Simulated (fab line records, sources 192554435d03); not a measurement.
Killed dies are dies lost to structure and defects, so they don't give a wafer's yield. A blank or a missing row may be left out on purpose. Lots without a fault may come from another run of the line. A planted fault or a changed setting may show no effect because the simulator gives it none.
One fault seen from 3 desks | flow n5_finfet | each desk has only its own numbers; what lay behind them comes last

THE TOOL OWNER'S DESK: rie_si-04
The tool's own readings at N5_FIN_CUT_CUT_ETCH_15 (etches Si in HBr/Cl2/O2, target depth 100 nm, bt time 10 s, time 42.4 s): means of the sampled wafers that have a number, for each lot that ran on this tool. A lot is out of limits, marked OUT, if its mean lies more than 4 standard deviations from the usual mean; the brackets give that distance.
Columns: A = drypump_motor_current_A at N5_FIN_CUT_CUT_ETCH_15, usual 5.7 A; B = oes_product_au at N5_FIN_CUT_CUT_ETCH_15, usual 0.994 a.u.; C = throttle_valve_pct at N5_FIN_CUT_CUT_ETCH_15, usual 37.0 %
lot  | first seen here | A   | B     | C
L264 | day 2 08:54     | 6.0 | 1.015 | 37.1
L269 | day 3 17:05     | 5.9 | 1.007 | 36.8
L274 | day 4 21:09     | 5.8 | 1.005 | 37.0
L279 | day 6 03:35     | 6.3 | 1.020 | 36.8
L280 | day 6 09:29     | 6.0 | 1.013 | 36.8
This desk's finding: nothing out of limits on any of the 5 lots.

THE METROLOGY DESK
What the gauges read, lot by lot, whatever tool the lot ran on: means of the sampled wafers that have a number. A lot is out of limits, marked OUT, if its mean lies more than 4 standard deviations from the usual mean; the brackets give that distance. Of its 11 readings 7 are shown: those that lie furthest out on some lot.
Columns: A = DIBL_P at N5_BEOL_M4_RC_MEAS_101, usual 37.0 mV/V; B = IOFF_P at N5_BEOL_M4_RC_MEAS_101, usual 0.22 nA/um; C = ION_N at N5_BEOL_M4_RC_MEAS_101, usual 673 uA/um; D = ION_P at N5_BEOL_M4_RC_MEAS_101, usual 462 uA/um; E = SS_N at N5_BEOL_M4_RC_MEAS_101, usual 71.7 mV/dec; F = VT_N at N5_BEOL_M4_RC_MEAS_101, usual 250 mV; G = VT_P at N5_BEOL_M4_RC_MEAS_101, usual -250 mV
lot  | first seen here | A    | B    | C   | D   | E    | F   | G
L264 | day 2 16:03     | 38.5 | 0.24 | 671 | 459 | 71.8 | 248 | -250
L269 | day 3 22:55     | 38.0 | 0.23 | 675 | 461 | 72.3 | 247 | -251
L274 | day 5 03:51     | 37.3 | 0.22 | 684 | 467 | 71.7 | 248 | -250
L277 | day 5 21:58     | 37.7 | 0.21 | 673 | 459 | 71.7 | 249 | -254
L279 | day 6 09:20     | 36.0 | 0.19 | 667 | 464 | 70.7 | 250 | -250
L280 | day 6 15:12     | 41.0 | 0.30 | 692 | 476 | 72.2 | 243 | -243
L283 | day 7 09:20     | 33.7 | 0.18 | 675 | 460 | 71.0 | 252 | -251
L285 | day 7 21:25     | 37.9 | 0.23 | 677 | 465 | 71.9 | 249 | -252
L286 | day 8 03:26     | 35.8 | 0.19 | 674 | 458 | 71.8 | 250 | -253
This desk's finding: nothing out of limits on any of the 9 lots.

THE DEFECT DESK
What the inspections along the route counted, lot by lot: means of the sampled wafers that have a number. A lot is out of limits, marked OUT, if its mean lies more than 4 standard deviations from the usual mean; the brackets give that distance.
Columns: A = raw_defect_count at N5_FIN_CUT_INSPECT_17, usual 226
lot  | first seen here | A
L264 | day 2 09:11     | 225
L269 | day 3 17:22     | 183
L274 | day 4 21:34     | 148
L277 | day 5 16:31     | 307
L279 | day 6 03:55     | 801 (+9.1) OUT
L280 | day 6 09:46     | 468
L283 | day 7 03:24     | 242
L285 | day 7 15:59     | 263
L286 | day 7 21:38     | 234
This desk's finding: out of limits on L279; first on L279, day 6 03:55 (raw_defect_count at N5_FIN_CUT_INSPECT_17). In limits: L264, L269, L274, L277, L280, L283, L285, L286.

PUT TOGETHER
The defect desk could have raised an alarm at day 6 03:55, on L279.
The tool owner's desk saw nothing out of limits.
The metrology desk saw nothing out of limits.
The tool owner's desk has L279 on record, within its limits.
The metrology desk has L279 on record, within its limits.
Of the lots named, all ran N5_FIN_CUT_CUT_ETCH_15 on rie_si-04.

WHAT THE SIMULATOR HAD PUT IN
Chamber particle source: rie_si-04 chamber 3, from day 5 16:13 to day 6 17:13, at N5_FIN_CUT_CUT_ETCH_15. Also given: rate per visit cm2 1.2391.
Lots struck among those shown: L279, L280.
Hours from the fault's start to each desk's first reading out of limits: the defect desk, 12.
